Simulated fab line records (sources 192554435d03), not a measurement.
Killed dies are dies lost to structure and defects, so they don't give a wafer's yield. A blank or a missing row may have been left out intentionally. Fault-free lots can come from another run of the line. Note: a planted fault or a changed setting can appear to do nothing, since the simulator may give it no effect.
Matching of chambers    flow n5 finfet    N5_BEOL_M4_ETCHBACK_99 on rie diel-02 has 4 sister chambers
The step etches SiO2 in CHF3, target depth 5 nm, time 10.4 s. 8 wafers are shown with their chamber, then 9 later ones without.

## EACH WAFER AND ITS CHAMBER
wafer   chamber  drypump motor current A (A)  throttle valve pct (%)
L088.1  1        5.4                          16.87
L088.3  2        5.0                          17.47
L090.1  2        5.0                          17.48
L090.2  3        4.9                          17.16
L090.5  0        5.6                          17.44
L091.3  3        4.9                          17.16
L091.4  0        5.6                          17.44
L091.6  1        5.3                          16.87

## WAFERS WITH NO CHAMBER GIVEN
wafer   drypump motor current A (A)  throttle valve pct (%)
L092.1  5.3                          16.88
L092.3  4.9                          17.17
L092.6  5.4                          16.87
L095.2  4.9                          17.19
L095.3  5.4                          16.88
L095.6  5.6                          17.46
L096.1  4.9                          17.18
L096.3  5.6                          17.47
L096.5  4.9                          17.18

## WHICH CHAMBER EACH WENT THROUGH
wafer   from the rows above  in truth
L092.1  1                    1
L092.3  3                    3
L092.6  1                    1
L095.2  3                    3
L095.3  1                    1
L095.6  0                    0
L096.1  3                    3
L096.3  0                    0
L096.5  3                    3
9 of 9 placed correctly. From these rows, 0 cannot be placed. Wrongly placed: 0.
How it was worked out, from the rows above alone: a wafer's distance from a chamber is the root of the sum, over the readings, of the square of ((its reading less the chamber's mean) divided by the reading's scatter). The wafer belongs to the nearest chamber; if the next one is less than 2 further off, it can't be placed. For every chamber, the mean is computed from those of its wafers that are shown. The scatter: take each reading less its chamber's mean, square it, sum over the shown wafers, divide by the number of wafers less the number of chambers, and take the root.
